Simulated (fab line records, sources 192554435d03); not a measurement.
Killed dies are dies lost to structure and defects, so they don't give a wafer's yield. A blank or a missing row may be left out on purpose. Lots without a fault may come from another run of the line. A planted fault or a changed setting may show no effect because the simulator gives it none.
Split-lot experiment | flow n5_finfet | 7 lots, 21 wafers read, on a route of 1938 steps

THE SPLIT
At N5_BEOL_M10_ILD_DEP_00 (deposits SiCOH lowk from DEMS/porogen, target thk 308.51 nm, time 58 s), the setting time_s was moved away from the recipe's 58 s on 5 of the 21 wafers read, by -14.7% to +13.7%. The other wafers ran this setting at the recipe's value.

FROM THE SPLIT TO THE READING: what the file shows between them, 1 step
- N5_BEOL_M10_CURE_71: cures SiCOH lowk, time 240 s

THE READING
M10_ILD_THK, in nm, at N5_BEOL_M10_THK_MEAS_01. Fault-free wafers of this fab line usually give 269 nm, standard deviation 3.2 nm.

wafer  | tool, chamber at the split | time_s as run, s | against the recipe | M10_ILD_THK, nm | against lot-mates on the recipe
L075.1 | pecvd-01, 1                | 58               | recipe             | 266             | -
L075.2 | pecvd-01, 2                | 58               | recipe             | 267             | -
L075.5 | pecvd-01, 2                | 58               | recipe             | 269             | -
L074.2 | pecvd-03, 1                | 58               | recipe             | 263             | -
L074.4 | pecvd-03, 0                | 62.78            | +8.2%              | 290             | +25
L074.5 | pecvd-03, 1                | 58               | recipe             | 267             | -
L079.1 | pecvd-01, 1,2              | 58               | recipe             | 269             | -
L079.2 | pecvd-01, 1,2              | 58               | recipe             | 269             | -
L079.4 | pecvd-01, 0                | 58               | recipe             | 271             | -
L088.1 | pecvd-02, 0                | 65.93            | +13.7%             | 303             | +31
L088.2 | pecvd-02, 2                | 65.93            | +13.7%             | 305             | +33
L088.6 | pecvd-02, 2                | 58               | recipe             | 272             | -
L091.1 | pecvd-03, 1                | 58               | recipe             | 269             | -
L091.5 | pecvd-03, 0                | 58               | recipe             | 270             | -
L091.6 | pecvd-03, 2                | 58               | recipe             | 269             | -
L093.2 | pecvd-01, 2                | 58               | recipe             | 264             | -
L093.3 | pecvd-01, 1                | 58               | recipe             | 267             | -
L093.5 | pecvd-01, 2                | 51.23            | -11.7%             | 235             | -30
L094.1 | pecvd-02, 1                | 58               | recipe             | 269             | -
L094.2 | pecvd-02, 0                | 49.47            | -14.7%             | 230             | -42
L094.5 | pecvd-02, 0                | 58               | recipe             | 274             | -
Where a row lists several chambers, the file gives one row for several wafers and doesn't say which wafer went through which chamber.

THE FIT
A straight line over all 21 wafers: M10_ILD_THK changes by +2.65 nm for each +1% of time_s; r = +0.99; the points scatter about the line by 2.6 nm.
The same after taking each lot's own level away (the mean of its wafers on the recipe; 21 wafers): +2.58 nm for each +1%; r = +0.99; scatter 2.1 nm.
On that fit, the largest move of time_s shifts the reading by 38 nm.
The lots' own levels span 265.0 to 272.0 nm, that is 2.2 times the standard deviation above.
So the lot-to-lot level changes the slope little: the two slopes agree.
Check: with one of the wafers moved furthest among these (-14.7%) left out of the fit, the line predicts -36.6 nm for it against its lot-mates. It came out at -41.5 nm against them.

OTHER SPLITS ON THESE WAFERS
These wafers also went through other splits before the reading. Each is held against what the fit with the lots' levels taken away leaves over:
other split on the same wafers     | wafers away from the commonest value | r with M10_ILD_THK (lot level and that fit taken away)
N5_BEOL_M7_EXPOSE_08 dose_mj       | 7                                    | +0.34
N5_BEOL_M7_DESCUM_33 time_s        | 7                                    | +0.23
N5_BEOL_M7_TRENCH_ETCH_37 source_w | 6                                    | -0.27
N5_BEOL_M8_ETCH_61 bias_w          | 8                                    | -0.07
N5_BEOL_M9_ETCH_66 time_s          | 8                                    | +0.22
N5_BEOL_M9_TRENCH_ETCH_37 bias_w   | 9                                    | -0.01

THE WHOLE CHAIN: every reading that the file lists as answering this split, in the file's order
step                    | what it does                                                           | reading                                                                                   | change (the file's fit)              | r (the file's)
N5_BEOL_M10_ILD_DEP_00  | deposits SiCOH lowk from DEMS/porogen, target thk 308.51 nm, time 58 s | SiCOH_lowk_of_BEOL_M10_ILD_DEP_00.thk_nm (the simulator's own value, which no gauge read) | +3.01 nm for each +1% of the setting | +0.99
N5_BEOL_M10_CURE_71     | cures SiCOH lowk, time 240 s                                           | SiCOH_lowk_of_BEOL_M10_ILD_DEP_00.thk_nm (the simulator's own value, which no gauge read) | +2.66 nm for each +1% of the setting | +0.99
N5_BEOL_M10_THK_MEAS_01 |                                                                        | M10_ILD_THK                                                                               | +2.65 for each +1% of the setting    | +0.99

THE FILE'S OWN FIT
M10_ILD_THK changes by +2.65 nm for each +1% of time_s, r = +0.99.
